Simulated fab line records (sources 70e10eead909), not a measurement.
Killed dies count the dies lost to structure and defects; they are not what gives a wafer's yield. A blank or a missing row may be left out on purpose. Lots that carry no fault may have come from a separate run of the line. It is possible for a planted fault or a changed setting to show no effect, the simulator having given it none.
Chamber matching / flow nandHarc / rieDiel-10 running NHARC_A_WL_FILL_STRIP_29: 4 sister chambers
The step strips in O2, time 20 s. 14 wafers are shown with their chamber, then 7 later ones without.

## WAFERS, EACH WITH ITS CHAMBER
wafer=L506.1; chamber=3; showerheadPlenumPTorr (Torr)=3.68; drypumpMotorCurrentA (A)=5.1; oesProductAu (a.u.)=0.983
wafer=L506.5; chamber=3; showerheadPlenumPTorr (Torr)=3.68; drypumpMotorCurrentA (A)=5.2; oesProductAu (a.u.)=0.986
wafer=L506.6; chamber=2; showerheadPlenumPTorr (Torr)=3.61; drypumpMotorCurrentA (A)=4.8; oesProductAu (a.u.)=0.980
wafer=L510.3; chamber=3; showerheadPlenumPTorr (Torr)=3.69; drypumpMotorCurrentA (A)=5.1; oesProductAu (a.u.)=0.979
wafer=L510.5; chamber=2; showerheadPlenumPTorr (Torr)=3.61; drypumpMotorCurrentA (A)=4.8; oesProductAu (a.u.)=0.983
wafer=L510.6; chamber=1; showerheadPlenumPTorr (Torr)=3.52; drypumpMotorCurrentA (A)=5.3; oesProductAu (a.u.)=0.985
wafer=L512.1; chamber=1; showerheadPlenumPTorr (Torr)=3.52; drypumpMotorCurrentA (A)=5.3; oesProductAu (a.u.)=0.996
wafer=L512.2; chamber=0; showerheadPlenumPTorr (Torr)=3.38; drypumpMotorCurrentA (A)=6.6; oesProductAu (a.u.)=1.003
wafer=L512.6; chamber=0; showerheadPlenumPTorr (Torr)=3.38; drypumpMotorCurrentA (A)=6.5; oesProductAu (a.u.)=1.014
wafer=L521.2; chamber=1; showerheadPlenumPTorr (Torr)=3.51; drypumpMotorCurrentA (A)=5.3; oesProductAu (a.u.)=1.004
wafer=L521.3; chamber=2; showerheadPlenumPTorr (Torr)=3.61; drypumpMotorCurrentA (A)=4.8; oesProductAu (a.u.)=0.982
wafer=L521.6; chamber=1; showerheadPlenumPTorr (Torr)=3.51; drypumpMotorCurrentA (A)=5.3; oesProductAu (a.u.)=0.998
wafer=L522.1; chamber=3; showerheadPlenumPTorr (Torr)=3.68; drypumpMotorCurrentA (A)=5.2; oesProductAu (a.u.)=0.968
wafer=L522.3; chamber=0; showerheadPlenumPTorr (Torr)=3.38; drypumpMotorCurrentA (A)=6.6; oesProductAu (a.u.)=1.000

SIGNATURES (means of the wafers above)
reading=showerheadPlenumPTorr; chamber 0=3.3800; chamber 1=3.5150; chamber 2=3.6100; chamber 3=3.6825; scatter within a chamber=0.00418
reading=drypumpMotorCurrentA; chamber 0=6.567; chamber 1=5.300; chamber 2=4.800; chamber 3=5.150; scatter within a chamber=0.0408
reading=oesProductAu; chamber 0=1.00567; chamber 1=0.99575; chamber 2=0.98167; chamber 3=0.97900; scatter within a chamber=0.00699
Rule: for each reading, subtract the chamber's mean from the wafer's reading, divide by that reading's scatter and square the result; add these up over the readings and take the root, which gives the wafer's distance from the chamber. If the next closest chamber is less than 2 further off than the closest, the wafer can't be placed; otherwise it belongs to the closest. The scatter: take each reading less its chamber's mean, square it, sum over the shown wafers, divide by the number of wafers less the number of chambers, and take the root.

## WAFERS WITH NO CHAMBER GIVEN
wafer=L522.5; showerheadPlenumPTorr (Torr)=3.61; drypumpMotorCurrentA (A)=4.8; oesProductAu (a.u.)=0.993
wafer=L526.1; showerheadPlenumPTorr (Torr)=3.68; drypumpMotorCurrentA (A)=5.2; oesProductAu (a.u.)=0.979
wafer=L526.4; showerheadPlenumPTorr (Torr)=3.51; drypumpMotorCurrentA (A)=5.3; oesProductAu (a.u.)=0.994
wafer=L526.6; showerheadPlenumPTorr (Torr)=3.61; drypumpMotorCurrentA (A)=4.8; oesProductAu (a.u.)=0.996
wafer=L529.2; showerheadPlenumPTorr (Torr)=3.51; drypumpMotorCurrentA (A)=5.3; oesProductAu (a.u.)=0.998
wafer=L529.3; showerheadPlenumPTorr (Torr)=3.68; drypumpMotorCurrentA (A)=5.1; oesProductAu (a.u.)=0.967
wafer=L529.5; showerheadPlenumPTorr (Torr)=3.38; drypumpMotorCurrentA (A)=6.6; oesProductAu (a.u.)=0.995

## EACH ONE'S CHAMBER
wafer=L522.5; from the rows above=2; in truth=2
wafer=L526.1; from the rows above=3; in truth=3
wafer=L526.4; from the rows above=1; in truth=1
wafer=L526.6; from the rows above=2; in truth=2
wafer=L529.2; from the rows above=1; in truth=1
wafer=L529.3; from the rows above=3; in truth=3
wafer=L529.5; from the rows above=0; in truth=0
Correct placement for 7 of the 7. Can't be placed from these rows: 0. Number placed wrongly: 0.
